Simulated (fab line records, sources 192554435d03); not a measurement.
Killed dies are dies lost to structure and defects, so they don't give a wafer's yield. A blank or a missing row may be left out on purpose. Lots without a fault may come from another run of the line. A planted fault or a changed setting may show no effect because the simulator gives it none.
Split-lot experiment | flow n5_finfet | 7 lots, 21 wafers read, on a route of 1938 steps

THE SPLIT
At N5_BEOL_M3_COAT_76 (time 60 s, resist thk 5 nm), the setting spin_rpm was moved away from the recipe's 1500 rpm on 8 of the 21 wafers read, by -9.7% to +10.0%. The other wafers ran this setting at the recipe's value.

FROM THE SPLIT TO THE READING: what the file shows between them, 3 steps
- N5_BEOL_M3_COAT_22: resist thk 30 nm
- N5_BEOL_M3_EBR_24
- N5_BEOL_M3_DESCUM_33: chemistry O2, time 7 s

THE READING
etch.depth_nm (the simulator's own value, which no gauge read), in nm, at N5_BEOL_M3_ETCH_77 (etches underlayer in N2/H2, target depth 6.5 nm, time 5.2 s). The file gives no usual value for it. The 13 wafers here that ran the recipe average 4.995 nm, standard deviation 0.014 nm.

wafer  | tool, chamber at the split | spin_rpm as run, rpm | against the recipe | etch.depth_nm, nm | against lot-mates on the recipe
L074.1 | litho_track-01, 0          | 1452                 | -3.2%              | 5.08              | +0.085
L074.2 | litho_track-01, 0          | 1452                 | -3.2%              | 5.082             | +0.087
L074.3 | litho_track-01, 0          | 1500                 | recipe             | 4.995             | -
L083.2 | litho_track-01, 0          | 1382                 | -7.9%              | 5.208             | +0.197
L083.3 | litho_track-01, 0          | 1500                 | recipe             | 5.007             | -
L083.6 | litho_track-01, 0          | 1500                 | recipe             | 5.014             | -
L090.3 | litho_track-03, 0          | 1354                 | -9.7%              | 5.25              | +0.275
L090.4 | litho_track-03, 0          | 1500                 | recipe             | 4.975             | -
L090.5 | litho_track-03, 0          | 1354                 | -9.7%              | 5.26              | +0.285
L092.1 | litho_track-01, 0          | 1500                 | recipe             | 4.994             | -
L092.2 | litho_track-01, 0          | 1500                 | recipe             | 4.991             | -
L092.3 | litho_track-01, 0          | 1500                 | recipe             | 4.977             | -
L089.1 | litho_track-01, 0          | 1500                 | recipe             | 4.99              | -
L089.2 | litho_track-01, 0          | 1500                 | recipe             | 4.987             | -
L089.3 | litho_track-01, 0          | 1567                 | +4.5%              | 4.886             | -0.103
L093.3 | litho_track-01, 0          | 1650                 | +10.0%             | 4.737             | -0.237
L093.4 | litho_track-01, 0          | 1500                 | recipe             | 4.974             | -
L093.5 | litho_track-01, 0          | 1650                 | +10.0%             | 4.743             | -0.231
L095.4 | litho_track-03, 0          | 1500                 | recipe             | 5.018             | -
L095.5 | litho_track-03, 0          | 1500                 | recipe             | 5.005             | -
L095.6 | litho_track-03, 0          | 1500                 | recipe             | 5.004             | -

THE FIT
A straight line over all 21 wafers: etch.depth_nm changes by -0.0261 nm for each +1% of spin_rpm; r = -1.00; the points scatter about the line by 0.012 nm.
The same after taking each lot's own level away (the mean of its wafers on the recipe; 21 wafers): -0.0257 nm for each +1%; r = -1.00; scatter 0.012 nm.
On that fit, the largest move of spin_rpm shifts the reading by 0.26 nm.
The lots' own levels span 4.9740 to 5.0105 nm, that is 2.6 times the standard deviation above.
So the lot-to-lot level changes the slope little: the two slopes agree.
Check: with one of the wafers moved furthest among these (+10.0%) left out of the fit, the line predicts -0.257 nm for it against its lot-mates. It came out at -0.237 nm against them.

OTHER SPLITS ON THESE WAFERS
These wafers also went through other splits before the reading. Each is held against what the fit with the lots' levels taken away leaves over:
other split on the same wafers            | wafers away from the commonest value | r with etch.depth_nm (lot level and that fit taken away)
N5_GATE_CUT_COAT_27 spin_rpm              | 3                                    | +0.15
N5_MOL_CONTACT_COAG_ETCH_105 bias_w       | 7                                    | +0.37
N5_MOL_CONTACT_COAG_COAT_62 spin_rpm      | 8                                    | -0.04
N5_BEOL_M0_TRENCH_ETCH_107 target_depth_a | 7                                    | +0.02
N5_BEOL_M1_ETCH_64 time_s                 | 7                                    | -0.12
N5_BEOL_M2_DESCUM_16 time_s               | 6                                    | -0.60
N5_BEOL_M2_ETCH_64 bias_w                 | 2                                    | +0.26
N5_BEOL_M2_SPUTTER_48 time_s              | 10                                   | +0.32
N5_BEOL_M3_ETCH_64 time_s                 | 9                                    | +0.03

THE FILE'S OWN FIT
etch.depth_nm changes by -0.0256 nm for each +1% of spin_rpm, r = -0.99.
